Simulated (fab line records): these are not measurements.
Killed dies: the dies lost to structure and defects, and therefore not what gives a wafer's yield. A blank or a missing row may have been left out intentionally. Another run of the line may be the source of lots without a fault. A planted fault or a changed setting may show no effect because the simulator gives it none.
Matching of chambers :: flow n5_finfet :: 4 sister chambers for N5_DUMMY_GATE_ETCH_23 on rie_si-01
The step etches poly-Si in HBr/Cl2/O2, target depth 41 nm, time 22.3 s. 18 wafers are shown with their chamber, then 9 later ones without.

WAFERS WITH THEIR CHAMBER
wafer: L074.2
chamber: 2
drypump_motor_current_A (A): 6.2
throttle_valve_pct (%): 37.16
oes_product_au (a.u.): 1.018

wafer: L074.3
chamber: 0
drypump_motor_current_A (A): 5.7
throttle_valve_pct (%): 36.94
oes_product_au (a.u.): 1.006

wafer: L074.6
chamber: 0
drypump_motor_current_A (A): 5.7
throttle_valve_pct (%): 36.94
oes_product_au (a.u.): 1.007

wafer: L076.1
chamber: 1
drypump_motor_current_A (A): 5.4
throttle_valve_pct (%): 37.27
oes_product_au (a.u.): 1.017

wafer: L076.4
chamber: 3
drypump_motor_current_A (A): 6.7
throttle_valve_pct (%): 36.52
oes_product_au (a.u.): 0.988

wafer: L076.5
chamber: 2
drypump_motor_current_A (A): 6.2
throttle_valve_pct (%): 37.19
oes_product_au (a.u.): 1.023

wafer: L079.2
chamber: 3
drypump_motor_current_A (A): 6.7
throttle_valve_pct (%): 36.53
oes_product_au (a.u.): 0.985

wafer: L079.4
chamber: 2
drypump_motor_current_A (A): 6.2
throttle_valve_pct (%): 37.18
oes_product_au (a.u.): 1.013

wafer: L079.6
chamber: 2
drypump_motor_current_A (A): 6.2
throttle_valve_pct (%): 37.18
oes_product_au (a.u.): 1.014

wafer: L080.1
chamber: 2
drypump_motor_current_A (A): 6.2
throttle_valve_pct (%): 37.19
oes_product_au (a.u.): 1.016

wafer: L080.2
chamber: 1
drypump_motor_current_A (A): 5.4
throttle_valve_pct (%): 37.28
oes_product_au (a.u.): 1.007

wafer: L080.6
chamber: 0
drypump_motor_current_A (A): 5.7
throttle_valve_pct (%): 36.94
oes_product_au (a.u.): 1.007

wafer: L086.2
chamber: 1
drypump_motor_current_A (A): 5.4
throttle_valve_pct (%): 37.27
oes_product_au (a.u.): 1.024

wafer: L086.3
chamber: 0
drypump_motor_current_A (A): 5.7
throttle_valve_pct (%): 36.94
oes_product_au (a.u.): 1.019

wafer: L086.4
chamber: 3
drypump_motor_current_A (A): 6.7
throttle_valve_pct (%): 36.51
oes_product_au (a.u.): 0.981

wafer: L089.2
chamber: 0
drypump_motor_current_A (A): 5.8
throttle_valve_pct (%): 36.94
oes_product_au (a.u.): 0.996

wafer: L089.4
chamber: 1
drypump_motor_current_A (A): 5.4
throttle_valve_pct (%): 37.28
oes_product_au (a.u.): 1.013

wafer: L089.5
chamber: 2
drypump_motor_current_A (A): 6.2
throttle_valve_pct (%): 37.19
oes_product_au (a.u.): 1.009

SIGNATURES, as means of the wafers listed above
reading: drypump_motor_current_A
chamber 0: 5.720
chamber 1: 5.400
chamber 2: 6.200
chamber 3: 6.700
scatter within a chamber: 0.0239

reading: throttle_valve_pct
chamber 0: 36.9400
chamber 1: 37.2750
chamber 2: 37.1817
chamber 3: 36.5200
scatter within a chamber: 0.00838

reading: oes_product_au
chamber 0: 1.00700
chamber 1: 1.01525
chamber 2: 1.01550
chamber 3: 0.98467
scatter within a chamber: 0.00631
Rule: for each reading, subtract the chamber's mean from the wafer's reading, divide by that reading's scatter and square the result; add these up over the readings and take the root, which gives the wafer's distance from the chamber. If the next closest chamber is less than 2 further off than the closest, the wafer can't be placed; otherwise it belongs to the closest. The scatter: take each reading less its chamber's mean, square it, sum over the shown wafers, divide by the number of wafers less the number of chambers, and take the root.

WAFERS WITH NO CHAMBER GIVEN
wafer: L091.3
drypump_motor_current_A (A): 5.7
throttle_valve_pct (%): 36.94
oes_product_au (a.u.): 1.000

wafer: L091.4
drypump_motor_current_A (A): 6.2
throttle_valve_pct (%): 37.16
oes_product_au (a.u.): 1.022

wafer: L091.6
drypump_motor_current_A (A): 5.4
throttle_valve_pct (%): 37.26
oes_product_au (a.u.): 1.010

wafer: L093.1
drypump_motor_current_A (A): 6.2
throttle_valve_pct (%): 37.18
oes_product_au (a.u.): 1.014

wafer: L093.2
drypump_motor_current_A (A): 5.4
throttle_valve_pct (%): 37.28
oes_product_au (a.u.): 1.009

wafer: L093.4
drypump_motor_current_A (A): 6.7
throttle_valve_pct (%): 36.52
oes_product_au (a.u.): 0.984

wafer: L094.1
drypump_motor_current_A (A): 6.2
throttle_valve_pct (%): 37.18
oes_product_au (a.u.): 1.017

wafer: L094.2
drypump_motor_current_A (A): 5.8
throttle_valve_pct (%): 36.93
oes_product_au (a.u.): 1.004

wafer: L094.3
drypump_motor_current_A (A): 6.6
throttle_valve_pct (%): 36.52
oes_product_au (a.u.): 0.975

WHICH CHAMBER EACH WENT THROUGH
wafer: L091.3
from the rows above: 0
in truth: 0

wafer: L091.4
from the rows above: 2
in truth: 2

wafer: L091.6
from the rows above: 1
in truth: 1

wafer: L093.1
from the rows above: 2
in truth: 2

wafer: L093.2
from the rows above: 1
in truth: 1

wafer: L093.4
from the rows above: 3
in truth: 3

wafer: L094.1
from the rows above: 2
in truth: 2

wafer: L094.2
from the rows above: 0
in truth: 0

wafer: L094.3
from the rows above: 3
in truth: 3
Correct placement for 9 of the 9. Left unplaced by these rows: 0. 0 placed wrongly.
